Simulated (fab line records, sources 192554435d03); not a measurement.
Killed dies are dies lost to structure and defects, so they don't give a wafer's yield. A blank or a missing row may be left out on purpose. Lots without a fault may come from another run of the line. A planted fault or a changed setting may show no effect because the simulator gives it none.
Chamber matching | flow n5_finfet | N5_HKMG_FIN_HK_ALD_01 on ald_hk-01: 4 sister chambers
The step deposits HfO2, target thk 1.6 nm, pulse time 3 s, purge time 3 s. 22 wafers are shown with their chamber, then 11 later ones without.

WAFERS WITH THEIR CHAMBER
wafer  | chamber | precursor_pulse_height_rel
L076.3 | 1       | 0.981
L076.4 | 2       | 1.005
L076.6 | 3       | 1.045
L079.1 | 3       | 1.003
L079.2 | 2       | 0.996
L079.3 | 1       | 1.012
L079.4 | 0       | 1.026
L079.5 | 0       | 1.007
L079.6 | 3       | 1.061
L084.1 | 2       | 1.026
L084.2 | 1       | 1.012
L084.3 | 0       | 0.998
L084.4 | 3       | 0.975
L084.5 | 1       | 1.034
L084.6 | 2       | 1.005
L085.1 | 1       | 0.986
L085.4 | 2       | 1.029
L085.6 | 1       | 0.985
L088.2 | 0       | 1.018
L088.3 | 2       | 0.997
L088.6 | 2       | 0.981
L089.1 | 0       | 0.984

SIGNATURES (means of the wafers above)
reading                    | chamber 0 | chamber 1 | chamber 2 | chamber 3 | scatter within a chamber
precursor_pulse_height_rel | 1.00660   | 1.00167   | 1.00557   | 1.02100   | 0.0232
Rule: a wafer's distance from a chamber is the root of the sum, over the readings, of the square of ((its reading less the chamber's mean) divided by the reading's scatter). The wafer belongs to the nearest chamber; if the next one is less than 2 further off, it can't be placed. The scatter: the root of (the sum of the squares of (reading less its chamber's mean) over the shown wafers, divided by (wafers less chambers)).

WAFERS WITHOUT THEIR CHAMBER
wafer  | precursor_pulse_height_rel
L089.2 | 1.021
L089.3 | 1.029
L089.4 | 1.011
L089.5 | 1.011
L089.6 | 0.995
L094.1 | 0.971
L094.2 | 1.016
L094.3 | 0.993
L094.4 | 1.038
L094.5 | 0.984
L094.6 | 0.996

WHICH CHAMBER EACH WENT THROUGH
wafer  | from the rows above               | in truth
L089.2 | can't be placed: 3 or 0 or 2 or 1 | 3
L089.3 | can't be placed: 3 or 0 or 2 or 1 | 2
L089.4 | can't be placed: 0 or 2 or 1 or 3 | 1
L089.5 | can't be placed: 0 or 2 or 1 or 3 | 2
L089.6 | can't be placed: 1 or 2 or 0 or 3 | 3
L094.1 | can't be placed: 1 or 2 or 0 or 3 | 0
L094.2 | can't be placed: 3 or 0 or 2 or 1 | 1
L094.3 | can't be placed: 1 or 2 or 0 or 3 | 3
L094.4 | can't be placed: 3 or 0 or 2 or 1 | 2
L094.5 | can't be placed: 1 or 2 or 0 or 3 | 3
L094.6 | can't be placed: 1 or 2 or 0 or 3 | 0
Placed correctly: 0 of 11. Can't be placed from these rows: 11 (the true chamber is among the candidates in 11). Placed wrongly: 0.
